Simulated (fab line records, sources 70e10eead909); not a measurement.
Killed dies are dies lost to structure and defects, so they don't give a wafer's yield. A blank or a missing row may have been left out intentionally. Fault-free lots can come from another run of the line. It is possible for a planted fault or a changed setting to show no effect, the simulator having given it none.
What tool caused it? | flow nand harc | 13 lots, 39 wafers sampled, at 3 steps of a route of 1302

== WHAT THE GAUGES READ, wafer by wafer ==
NHARC_A_SIN_REMOVE_INSPECT_04.
lot  | measured     | on                | raw defect count
L560 | day 20 00:19 | defect inspect-02 | 443 348 384
L562 | day 20 23:11 | defect inspect-02 | 289 384 392
L561 | day 20 23:11 | defect inspect-01 | 304 310 404
L570 | day 24 05:12 | defect inspect-01 | 454 436 649
L572 | day 24 17:59 | defect inspect-01 | 412 344 273
L573 | day 25 05:18 | defect inspect-02 | 458 356 443
L571 | day 25 05:19 | defect inspect-01 | 334 373 374
L577 | day 26 15:39 | defect inspect-02 | 431 426 352
L579 | day 28 13:16 | defect inspect-02 | 422 341 371
L580 | day 28 13:16 | defect inspect-01 | 399 344 289
L581 | day 28 17:01 | defect inspect-02 | 634 376 547
L582 | day 29 20:32 | defect inspect-02 | 424 476 392
L583 | day 30 16:36 | defect inspect-01 | 246 280 238

== WHAT TOOL EACH LOT RAN ON (gives the tool, then ch and the chambers of the sampled wafers, and finally the start) ==
lot  | NHARC_A_SLIT_DEP_23             | NHARC_A_SLIT_STRIP_18
L560 | pecvd-02 ch 0,1,2, day 19 10:10 | rie diel-07 ch 0,2,3, day 20 00:19 or earlier
L562 | pecvd-03 ch 0,2, day 20 09:32   | rie diel-13 ch 0,1,3, day 20 23:11 or earlier
L561 | pecvd-02 ch 0,1,2, day 20 10:49 | rie diel-01 ch 0,2, day 20 23:11 or earlier
L570 | pecvd-02 ch 0,1,2, day 23 12:22 | rie diel-01 ch 2,3, day 24 05:12 or earlier
L572 | pecvd-02 ch 0,2, day 24 00:32   | rie diel-07 ch 0,2, day 24 17:59 or earlier
L573 | pecvd-02 ch 0,1,2, day 24 15:31 | rie diel-13 ch 0,1,3, day 25 05:18 or earlier
L571 | pecvd-02 ch 0,1,2, day 24 17:16 | rie diel-07 ch 0,1,3, day 25 05:19 or earlier
L577 | pecvd-01 ch 0,1, day 26 02:55   | rie diel-13 ch 0,2,3, day 26 15:39 or earlier
L579 | pecvd-03 ch 0,1,2, day 27 23:38 | rie diel-13 ch 0,2,3, day 28 13:16 or earlier
L580 | pecvd-03 ch 0,1,2, day 28 01:04 | rie diel-13 ch 0,2,3, day 28 13:16 or earlier
L581 | pecvd-01 ch 0,1, day 28 03:01   | rie diel-07 ch 1,2, day 28 17:01 or earlier
L582 | pecvd-03 ch 0,1,2, day 29 06:57 | rie diel-01 ch 0,1,3, day 29 20:32 or earlier
L583 | pecvd-01 ch 0,1,2, day 30 01:38 | rie diel-01 ch 0,2,3, day 30 16:36 or earlier
- NHARC_A_SLIT_DEP_23: deposits SiON, target thk 100 nm.
- NHARC_A_SLIT_STRIP_18: strips in O2.

== AS READ BY THE TOOLS THEMSELVES (means over the sampled wafers that have a number; for cases with no such wafer, the mark the record gives instead) ==
NHARC_A_SLIT_DEP_23.
lot  | tool     | heater power outer w (W) | heater power w (W)
L560 | pecvd-02 | 459                      | 775
L562 | pecvd-03 | 469                      | 794
L561 | pecvd-02 | 475                      | 820
L570 | pecvd-02 | 453                      | 777
L572 | pecvd-02 | 448                      | 781
L573 | pecvd-02 | 488                      | 827
L571 | pecvd-02 | 460                      | 801
L577 | pecvd-01 | 454                      | 731
L579 | pecvd-03 | 485                      | 811
L580 | pecvd-03 | 469                      | 814
L581 | pecvd-01 | 483                      | 773
L582 | pecvd-03 | 499                      | 837
L583 | pecvd-01 | 414                      | 684

NHARC_A_SLIT_STRIP_18.
lot  | tool        | drypump motor current A (A) | oes product au (a.u.) | rf vpp V (V) | showerhead plenum p Torr (Torr) | throttle valve pct (%)
L560 | rie diel-07 | 5.5                         | 1.005                 | 58.1         | 3.56                            | 17.032
L562 | rie diel-13 | 6.2                         | 1.000                 | 57.8         | 3.55                            | 17.033
L561 | rie diel-01 | 5.4                         | 1.005                 | 57.4         | 3.52                            | 17.046
L570 | rie diel-01 | 5.7                         | 1.005                 | 58.0         | 3.53                            | 17.039
L572 | rie diel-07 | 5.5                         | 1.007                 | 57.5         | 3.50                            | 17.037
L573 | rie diel-13 | 6.2                         | 0.997                 | 58.8         | 3.54                            | 17.034
L571 | rie diel-07 | 5.8                         | 1.007                 | 57.5         | 3.45                            | 17.039
L577 | rie diel-13 | 5.8                         | 0.984                 | 57.9         | 3.48                            | 17.034
L579 | rie diel-13 | 5.8                         | 0.999                 | 57.4         | 3.48                            | 17.030
L580 | rie diel-13 | 5.8                         | 0.990                 | 57.6         | 3.48                            | 17.042
L581 | rie diel-07 | 6.3                         | 1.003                 | 58.0         | 3.52                            | 17.032
L582 | rie diel-01 | 5.9                         | 0.999                 | 57.9         | 3.57                            | 17.027
L583 | rie diel-01 | 5.7                         | 1.004                 | 57.2         | 3.55                            | 17.034

== THE ANSWER, worked out from the rows above alone ==
Rule: what is usual is taken from the lots themselves. Put in order of their means at a reading, lots are off if they are a third of the lots or fewer, leave a main group of 4 or more, and stand apart from it by a gap of 3 or more times the standard deviation of the main group's means; of several such gaps the widest counts. The tables above print the reading to a certain number of digits; a main group whose means all agree to those digits is not used. A lot without any number at a reading at which 4 lots or more have one is off too. Any other lot the step has rows for is counted as sound. First the gauges in route order, then the tools' own readings, where a lot's mean is used as printed above. At the first step where some lot is off, the reading lying furthest off is the one used; lots without a number count as furthest.
No lot is off on any of the readings shown, so nothing can be concluded from this.

== WHAT WAS PUT IN BY THE SIMULATOR ==
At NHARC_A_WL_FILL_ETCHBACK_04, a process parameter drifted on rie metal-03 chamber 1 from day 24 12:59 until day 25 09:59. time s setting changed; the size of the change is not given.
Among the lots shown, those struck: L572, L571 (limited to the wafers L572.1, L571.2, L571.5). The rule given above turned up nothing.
